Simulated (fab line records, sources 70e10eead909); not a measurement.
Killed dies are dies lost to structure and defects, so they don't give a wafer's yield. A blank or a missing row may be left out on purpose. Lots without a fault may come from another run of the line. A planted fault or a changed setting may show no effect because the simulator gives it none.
Which tool did it? | flow nand_harc | 12 lots, 36 wafers sampled, at 4 steps of a route of 1302

WHAT THE GAUGES READ, wafer by wafer
NHARC_A_M1_INSPECT_27.
lot  | measured     | on                | raw_defect_count
L075 | day 23 12:43 | defect_inspect-01 | 519 676 523
L077 | day 24 07:06 | defect_inspect-01 | 601 484 509
L080 | day 24 18:40 | defect_inspect-02 | 447 518 977
L081 | day 25 14:33 | defect_inspect-02 | 739 482 547
L082 | day 26 14:46 | defect_inspect-02 | 586 336 309
L085 | day 27 16:29 | defect_inspect-02 | 491 459 538
L087 | day 27 21:42 | defect_inspect-01 | 402 423 497
L089 | day 28 15:26 | defect_inspect-02 | 418 636 522
L091 | day 30 15:09 | defect_inspect-01 | 370 449 614
L094 | day 30 19:17 | defect_inspect-01 | 477 594 561
L095 | day 31 18:20 | defect_inspect-01 | 429 555 477
L097 | day 32 01:16 | defect_inspect-01 | 522 689 671

WHICH TOOL RAN EACH LOT (tool, then ch and the chambers of the sampled wafers, then the start)
lot  | NHARC_A_BLC_DEGAS_30         | NHARC_A_M0_PRE_CLEAN_31         | NHARC_A_M1_PVD_20
L075 | pvd_sputter-01, day 23 03:34 | pecvd-04 ch 0,1, day 23 08:31   | pvd_sputter-01, day 23 12:43 or earlier
L077 | pvd_sputter-03, day 23 21:57 | pecvd-04 ch 0,1,2, day 24 03:00 | pvd_sputter-02, day 24 07:06 or earlier
L080 | pvd_sputter-03, day 24 09:38 | pecvd-02 ch 0,1, day 24 14:35   | pvd_sputter-03, day 24 18:40 or earlier
L081 | pvd_sputter-01, day 25 05:34 | pecvd-02 ch 1,2, day 25 10:25   | pvd_sputter-03, day 25 14:33 or earlier
L082 | pvd_sputter-02, day 26 05:44 | pecvd-04 ch 0,1,2, day 26 10:46 | pvd_sputter-02, day 26 14:46 or earlier
L085 | pvd_sputter-02, day 27 07:10 | pecvd-02 ch 0,1, day 27 12:27   | pvd_sputter-03, day 27 16:29 or earlier
L087 | pvd_sputter-01, day 27 12:43 | pecvd-02 ch 1,2, day 27 17:40   | pvd_sputter-03, day 27 21:42 or earlier
L089 | pvd_sputter-02, day 28 06:25 | pecvd-03 ch 0,1,2, day 28 11:26 | pvd_sputter-03, day 28 15:26 or earlier
L091 | pvd_sputter-02, day 30 06:04 | pecvd-02 ch 0,1, day 30 11:05   | pvd_sputter-02, day 30 15:09 or earlier
L094 | pvd_sputter-02, day 30 10:10 | pecvd-04 ch 0,1, day 30 15:13   | pvd_sputter-01, day 30 19:17 or earlier
L095 | pvd_sputter-02, day 31 09:08 | pecvd-04 ch 0,1,2, day 31 14:08 | pvd_sputter-02, day 31 18:20 or earlier
L097 | pvd_sputter-03, day 31 15:34 | pecvd-02 ch 1,2, day 31 20:55   | pvd_sputter-02, day 32 01:16 or earlier
- NHARC_A_BLC_DEGAS_30: time 60 s.
- NHARC_A_M0_PRE_CLEAN_31: time 12 s.
- NHARC_A_M1_PVD_20: deposits TaN, target thk 5 nm, time 8.06 s.

THE ANSWER, worked out from the rows above alone
Rule: what is usual is taken from the lots themselves. Put in order of their means at a reading, lots are off if they are a third of the lots or fewer, leave a main group of 4 or more, and stand apart from it by a gap of 3 or more times the standard deviation of the main group's means; of several such gaps the widest counts. A main group whose means are all the same, to the digits that the tables above print for the reading, isn't used. A lot without any number at a reading at which 4 lots or more have one is off too. The other lots that the step has rows for count as sound.
No lot is off at any reading shown: from this, nothing can be told.

WHAT THE SIMULATOR HAD PUT IN
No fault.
